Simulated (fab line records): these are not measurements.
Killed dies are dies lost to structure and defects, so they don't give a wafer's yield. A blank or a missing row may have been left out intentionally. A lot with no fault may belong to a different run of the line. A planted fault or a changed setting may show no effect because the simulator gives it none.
Lot-split experiment    flow n5 finfet    39 wafers read from 7 lots, route of 1938 steps

## THE SPLIT
At N5_HKMG_FIN_ETCH_32 (etches SOC in N2/H2, target depth 240 nm, time 300 s), the setting bias w was moved away from the recipe's 150 W on 18 of the 39 wafers read, by -17.7% to +16.6%. This setting was run at the recipe's value on the other wafers.

The reading is taken at the split's own step.

## THE READING
rf vpp V, in V, at N5_HKMG_FIN_ETCH_32 (etches SOC in N2/H2, target depth 240 nm, time 300 s). Typical for fault-free wafers on this fab line: 523.9 V, with standard deviation 2.8 V.

wafer   tool, chamber at the split  bias w as run, W  against the recipe  rf vpp V, V  against lot-mates on the recipe
L075.1  rie diel-06, 2              135.9             -9.4%               496.5        -29.4
L075.2  rie diel-06, 0              150               recipe              525.3        -
L075.3  rie diel-06, 1              135.9             -9.4%               492.9        -33.0
L075.4  rie diel-06, 3              135.9             -9.4%               493.1        -32.8
L075.5  rie diel-06, 1              150               recipe              524.1        -
L075.6  rie diel-06, 2              150               recipe              528.4        -
L076.1  rie diel-06, 3              150               recipe              522.9        -
L076.2  rie diel-06, 0              150               recipe              523.5        -
L076.3  rie diel-06, 2              150               recipe              528.6        -
L076.4  rie diel-06, 1              136.1             -9.3%               492.2        -32.8
L076.5  rie diel-06, 2              136.1             -9.3%               496.8        -28.2
L076.6  rie diel-06, 1              136.1             -9.3%               491.8        -33.2
L079.1  rie diel-06, 0              150               recipe              522.7        -
L079.2  rie diel-06, 3              130.6             -12.9%              480.4        -44.7
L079.3  rie diel-06, 2              150               recipe              526.8        -
L079.4  rie diel-06, 1              130.6             -12.9%              479.9        -45.2
L079.5  rie diel-06, 3              150               recipe              525.9        -
L079.6  rie diel-06, 2              130.6             -12.9%              484.5        -40.6
L080.1  rie diel-05, 3              123.5             -17.7%              465.2        -55.5
L080.2  rie diel-05, 2              150               recipe              524.5        -
L080.3  rie diel-05, 0              150               recipe              518.9        -
L080.4  rie diel-05, 1              150               recipe              518.6        -
L080.5  rie diel-05, 0              123.5             -17.7%              459.3        -61.4
L080.6  rie diel-05, 1              123.5             -17.7%              460.1        -60.6
L089.1  rie diel-04, 3              137.2             -8.5%               492.0        -34.3
L089.2  rie diel-04, 0              150               recipe              527.9        -
L089.3  rie diel-04, 1              150               recipe              525.3        -
L089.4  rie diel-04, 0              137.2             -8.5%               497.8        -28.5
L089.5  rie diel-04, 3              137.2             -8.5%               492.9        -33.4
L089.6  rie diel-04, 1              150               recipe              525.7        -
L090.1  rie diel-04, 1              174.9             +16.6%              581.7        +57.1
L090.2  rie diel-04, 3              150               recipe              521.4        -
L090.3  rie diel-04, 0              174.9             +16.6%              581.1        +56.5
L090.4  rie diel-04, 0              150               recipe              525.4        -
L090.5  rie diel-04, 1              150               recipe              527.1        -
L090.6  rie diel-04, 3              174.9             +16.6%              575.4        +50.8
L095.2  rie diel-05, 3              150               recipe              525.0        -
L095.3  rie diel-05, 0              150               recipe              520.3        -
L095.6  rie diel-05, 1              150               recipe              528.2        -

THE FIT
A straight line over all 39 wafers: rf vpp V changes by +3.4 V for each +1% of bias w; r = +0.99; the points scatter about the line by 3 V.
The same after taking each lot's own level away (the mean of its wafers on the recipe; 39 wafers): +3.36 V for each +1%; r = +1.00; scatter 2.6 V.
The reading moves by 59 V for the largest change in bias w, on that fit.
From 520.67 to 526.30 V: that is the span of the lots' own levels, equal to 2.0 times the standard deviation above.
The two slopes are in agreement: the lot-to-lot level therefore moves the slope only a little.
Check: for one of the wafers moved furthest among these (-17.7%), held out of the fit, the line's prediction against its lot-mates is -60.2 V. It came out at -55.5 V against them.
Tool readings at the split's step, against how far the setting was moved: rf vpp V r = +0.99.

## THESE WAFERS: OTHER SPLITS
Note: prior to the reading, these wafers also went through further splits. Each is held against what the fit with the lots' levels taken away leaves over:
other split on the same wafers        wafers away from the commonest value  r with rf vpp V (lot level and that fit taken away)
N5_WELL_APT_EXPOSE_05 dose mj         9                                     -0.06
N5_DUMMY_GATE_HM_DEP_06 target thk a  18                                    +0.01
N5_DUMMY_GATE_ETCH_32 time s          15                                    +0.14

## THE WHOLE CHAIN: every reading that the file lists as answering this split, in the file's order
step                 what it does                                          reading                                                                            change (the file's fit)                r (the file's)
N5_HKMG_FIN_ETCH_32  etches SOC in N2/H2, target depth 240 nm, time 300 s  rf vpp V                                                                           +3.37 V for each +1% of the setting    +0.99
N5_HKMG_FIN_ETCH_32  etches SOC in N2/H2, target depth 240 nm, time 300 s  etch.depth nm (the simulator's own value, which no gauge read)                     +1.33 nm for each +1% of the setting   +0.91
N5_HKMG_FIN_ETCH_32  etches SOC in N2/H2, target depth 240 nm, time 300 s  HKMG_FIN.feature depth nm (the simulator's own value, which no gauge read)         +1.34 nm for each +1% of the setting   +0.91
N5_HKMG_FIN_ETCH_32  etches SOC in N2/H2, target depth 240 nm, time 300 s  SiARC_of_HKMG_FIN_COAT_30.thk nm (the simulator's own value, which no gauge read)  -0.179 nm for each +1% of the setting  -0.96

## FILE'S OWN FIT
rf vpp V changes by +3.37 V for each +1% of bias w, r = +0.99.
